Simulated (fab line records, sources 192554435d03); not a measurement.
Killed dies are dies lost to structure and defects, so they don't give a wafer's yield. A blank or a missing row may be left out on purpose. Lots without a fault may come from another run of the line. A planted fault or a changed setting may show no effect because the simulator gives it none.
fab line records | flow n5_finfet
record lots=4 wafers=12 last_day=16
route steps=1938 shown BEOL_M2@857 BEOL_M4@1111
lots that met no fault: from a run of the same line without faults
start_h: hours from the record's first day to the start of the lot's first wafer shown | wait_h: hours since the lot's step before | " the same as in the row above | L1.1+2: a row that stands for several wafers | - no value, or no start given | * or withheld: withheld | < > ~ a bound
route shown NAME@n: a module of which the file shows steps, and the number in the route of the first | usual: mean/standard deviation of fault-free wafers | same: alike in all rows | chamber/n: place in a boat | sites: the reading at each site | _std_site: their standard deviation | _edge_site: outer sites' mean less inner sites' | radius_mm: how far each site lies from the wafer's centre | mask NAME#n: copy n | behind: the tool/chamber that last shaped the wafer | hold: why the lot was held/for how many hours/how that ended | device: the transistor (n, p or np) that didn't switch | end of line: the same wafers' tests at the end of the route | a step without rows: its recipe alone | killed: dies lost to structure and defects at the first sort, not the wafer's yield | map: a wafer's dies, x killed, . not, _ none there
set.NAME: the setting as run; set.NAME@STEP: as run at that earlier step | model.NAME: the simulator's own value behind a step, which no gauge read
lots at some steps of the route; a table a step, a row a wafer
services: from which hour (start_h, from the record's first day; less than 0 if before it) a tool's chamber was out of use, for how many hours, and why
## steps
# step N5_BEOL_M2_DESCUM_16
# recipe chemistry=O2 time_s=7 source_power_w=50 bias_power_w=20 pressure_mtorr=20 rf_frequency_hz=2.712e+07 temp_c=40 resist=CAR-EUV o2_flow_sccm=225
# step N5_BEOL_M2_ETCH_74
# recipe chemistry=N2/H2 target=underlayer target_depth_a=65 mask_material=CAR-EUV time_s=5.2 ion_energy_ev=200 pressure_mtorr=30 source_w=840 bias_w=150 n2_flow_sccm=200 h2_flow_sccm=200 ends=cleared
# step N5_BEOL_M2_ETCH_63
# recipe chemistry=CF4 target=SiARC target_depth_a=156 mask_material=CAR-EUV time_s=26 ion_energy_ev=80 pressure_mtorr=40 source_w=545 bias_w=36 Ar_flow_sccm=100 cf4_flow_sccm=100 ends=cleared
# step N5_BEOL_M2_ETCH_64
# recipe chemistry=N2/H2 target=SOC target_depth_a=750 overetch_a=225 mask_material=SiARC temp_c=40 time_s=121.9 ion_energy_ev=200 pressure_mtorr=30 source_w=840 bias_w=150 n2_flow_sccm=200 h2_flow_sccm=200
# step N5_BEOL_M2_STRIP_65
# recipe chemistry=N2/H2 temp_c=40 n2_flow_sccm=200 h2_flow_sccm=200 rf_frequency_hz=6e+07
# step N5_BEOL_M2_STRIP_75
# recipe chemistry=N2/H2 temp_c=40 n2_flow_sccm=200 h2_flow_sccm=200 rf_frequency_hz=6e+07
# step N5_BEOL_M2_STRIP_66
# recipe chemistry=CF4 resist=SiARC power_w=300 bias_power_w=75 pressure_mtorr=50 cf4_flow_sccm=150 rf_frequency_hz=6e+07
# step N5_BEOL_M2_HM_OPEN_17
# recipe chemistry=Cl2/BCl3 target_depth_a=200 overetch_a=60 target=TiN mask_material=SOC ion_energy_ev=150 pressure_mtorr=10 icp_w=1000 bias_w=126 Cl2_flow_sccm=53.25 bcl3_flow_sccm=21.75 Ar_flow_sccm=25
# step N5_BEOL_M2_STRIP_19
# recipe chemistry=O2 power_w=400 temp_c=40 pressure_mtorr=30 rf_frequency_hz=6e+07 bias_power_w=0 overash_fraction=0.2 o2_flow_sccm=225
# step N5_BEOL_M2_COAT_67
# recipe resist=SOC temp_c=250 time_s=60 spin_rpm=1500 resist_thk_nm=60
# step N5_BEOL_M2_COAT_68
# recipe resist=SiARC temp_c=220 time_s=60 spin_rpm=1500 resist_thk_nm=12
# usual spin_speed_rpm=1499.9/1
# columns lot.wafer tool chamber start_h wait_h spin_speed_rpm
L870.1 litho_track-01 0 156.85 - 1455.0
L870.2 " 0 " " 1454.7
L870.4 " 0 " " 1454.6
L871.3 litho_track-01 0 167.03 - 1455.8
L871.4 " 0 " " 1453.6
L871.5 " 0 " " 1453.6
L880.2 litho_track-01 0 224.82 - 1499.4
L880.3 " 0 " " 1499.6
L880.6 " 0 " " 1499.2
L884.1 litho_track-05 0 243.72 - 1499.4
L884.5 " 0 " " 1500.4
L884.6 " 0 " " 1498.8
# step N5_BEOL_M2_COAT_76
# recipe resist=underlayer temp_c=205 time_s=60 spin_rpm=1500 resist_thk_nm=5
# step N5_BEOL_M2_COAT_22
# recipe resist=CAR-EUV spin_rpm=1500 resist_thk_nm=30
# step N5_BEOL_M2_EBR_24
# recipe solvent=PGMEA ebr_width_mm=1.5
# step N5_BEOL_M2_SOFTBAKE_23
# recipe temp_c=110 time_s=60 resist=CAR-EUV
# step N5_BEOL_M2_EXPOSE_25
# recipe mask_id=V1 na=0.33 source_shape=quasar sigma_inner=0.2 sigma_outer=0.8 polarization=unpolarized defocus_nm=5 dose_mj=63
# step N5_BEOL_M2_PEB_26
# recipe peb_temp_c=100 peb_time_s=60 resist=CAR-EUV
# step N5_BEOL_M2_DEVELOP_27
# recipe develop_time_s=30 developer=TMAH resist=CAR-EUV rinse_liquid=surfactant_rinse dry=air_spin dev_temp_c=23
# step N5_BEOL_M2_DESCUM_33
# recipe chemistry=O2 time_s=7 source_power_w=50 bias_power_w=20 pressure_mtorr=20 rf_frequency_hz=2.712e+07 temp_c=40 resist=CAR-EUV o2_flow_sccm=225
# step N5_BEOL_M2_ETCH_77
# recipe chemistry=N2/H2 target=underlayer target_depth_a=65 mask_material=CAR-EUV time_s=5.2 ion_energy_ev=200 pressure_mtorr=30 source_w=840 bias_w=150 n2_flow_sccm=200 h2_flow_sccm=200 ends=cleared
# step N5_BEOL_M2_ETCH_69
# recipe chemistry=CF4 target=SiARC target_depth_a=156 mask_material=CAR-EUV time_s=26 ion_energy_ev=80 pressure_mtorr=40 source_w=545 bias_w=36 Ar_flow_sccm=100 cf4_flow_sccm=100 ends=cleared
# usual drypump_motor_current_A=5.6/0.43 etch_rf_on_time_s=26.1/0.44 oes_product_au=0.69/0.068 rf_vpp_V=184.0/1.1 showerhead_plenum_p_Torr=2.15/0.064 throttle_valve_pct=15.50/0.19
# columns lot.wafer tool chamber start_h wait_h drypump_motor_current_A etch_rf_on_time_s oes_product_au rf_hours_counter_h rf_vpp_V showerhead_plenum_p_Torr throttle_valve_pct model.etch.depth_nm
L870.1 rie_diel-02 3 157.38 0.0 5.5 26.7 0.77 34 183.5 2.11 15.62 12.24
L870.2 " 2 " " 6.6 26.9 0.65 147 182.9 2.06 15.48 12.23
L870.4 " 2 " " 6.6 26.8 0.65 - 183.3 2.06 15.47 12.25
L871.3 rie_diel-02 3 167.64 0.0 5.5 26.8 0.75 38 182.9 2.11 15.62 12.19
L871.4 " 1 " " 5.4 26.3 0.81 1 185.0 2.20 15.53 12.2
L871.5 " 0 " " 5.4 26.5 0.68 - 184.8 2.16 15.42 12.19
L880.2 rie_diel-05 1 225.40 0.0 5.4 25.5 0.80 13 183.8 2.11 15.47 12.04
L880.3 " 3 " " 5.7 26.8 0.59 222 182.7 2.12 15.62 12.02
L880.6 " 0 " " 5.5 26.1 0.72 - 184.6 2.25 15.50 12.02
L884.1 rie_diel-05 0 244.47 0.0 5.6 26.3 0.71 72 184.9 2.25 15.52 11.97
L884.5 " 0 " " 5.6 26.1 0.71 - 185.0 2.25 15.53 12
L884.6 " 3 " " 5.7 26.1 0.60 - 183.5 2.12 15.63 11.93
# step N5_BEOL_M2_ALD_98
# recipe material=SiO2 target_thk_a=25 temp_c=100 ald_precursor_family=BDEAS ald_co_reactant=O2-plasma pulse_time_s=1 co_reactant_pulse_time_s=1 purge_time_s=2 co_reactant_purge_time_s=2 ald_cycles=17 pressure_torr=2
# step N5_BEOL_M4_RC_MEAS_101
# usual DIBL_N=35.8/1.8 DIBL_P=35.9/2.2 IOFF_N=0.16/0.035 IOFF_P=0.21/0.04 ION_N=672/11 ION_P=461/7.4 SS_N=71.4/0.64 SS_P=73.2/0.67 VT_N=250/3.5 VT_P=-251/3.4
# columns lot.wafer tool chamber start_h wait_h DIBL_N[mV/V] DIBL_P[mV/V] IOFF_N[nA/um] IOFF_P[nA/um] ION_N[uA/um] ION_P[uA/um] SS_N[mV/dec] SS_P[mV/dec] VT_N[mV] VT_P[mV]
L870.1 prober-02 0 188.33 0.0 34.7 35.5 0.14 0.21 660 466 71.8 73.4 251 -248
L870.2 " 0 " " 35.2 37.2 0.17 0.23 679 472 71.8 73.9 250 -249
L870.4 " 0 " " 32.8 33.4 0.12 0.17 668 463 70.9 72.6 253 -252
L871.3 prober-01 0 200.82 0.3 33.9 34.2 0.12 0.18 660 460 71.9 73.0 252 -252
L871.4 " 0 " " 36.0 35.9 0.15 0.20 662 455 72.1 73.7 253 -251
L871.5 " 0 " " 33.7 33.1 0.12 0.16 644 446 71.0 72.1 255 -252
L880.2 prober-02 0 260.01 0.2 34.5 34.3 0.14 0.20 666 460 70.9 72.6 252 -248
L880.3 " 0 " " 33.4 34.4 0.13 0.21 663 464 70.4 72.6 251 -246
L880.6 " 0 " " 37.3 38.4 0.19 0.28 659 463 71.3 74.3 246 -245
L884.1 prober-01 0 280.49 0.0 34.5 32.8 0.13 0.17 665 459 70.3 72.5 252 -252
L884.5 " 0 " " 35.9 35.6 0.17 0.21 687 471 71.5 72.8 244 -250
L884.6 " 0 " " 38.2 37.4 0.19 0.22 678 458 72.1 72.8 244 -251
## services
# columns tool chamber start_h hours kind
rie_diel-02 1 143.12 - clean
rie_diel-02 1 143.12 - consumable_replace:focus_ring
rie_diel-02 1 143.12 20.1 scheduled_down
rie_diel-02 1 143.12 20.1 vent_cycle
rie_diel-05 1 153.82 - clean
rie_diel-05 1 153.82 - consumable_replace:focus_ring
rie_diel-05 1 153.82 20.4 scheduled_down
rie_diel-05 1 153.82 20.4 vent_cycle
rie_diel-05 3 207.52 3.0 repair
litho_track-05 - 212.85 - consumable_replace:filter
## key
first_sign step=N5_BEOL_M2_COAT_68 reading=spin_speed_rpm direction=down sigmas=46 usual=* struck=*
effect none on later readings
model_effect step=N5_BEOL_M2_ETCH_69 value=etch.depth_nm without=12.03 struck=12.22
met_at N5_BEOL_M2_COAT_68
struck_wafers L870.1,L870.2,L870.4,L871.3,L871.4,L871.5
fault kind=process_parameter_drift tool=litho_track-01 chamber=- onset_h=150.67 steps=N5_BEOL_M2_COAT_68 channel=spin_rpm offset=* shape=step end_h=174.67 acts_in=* stated=*
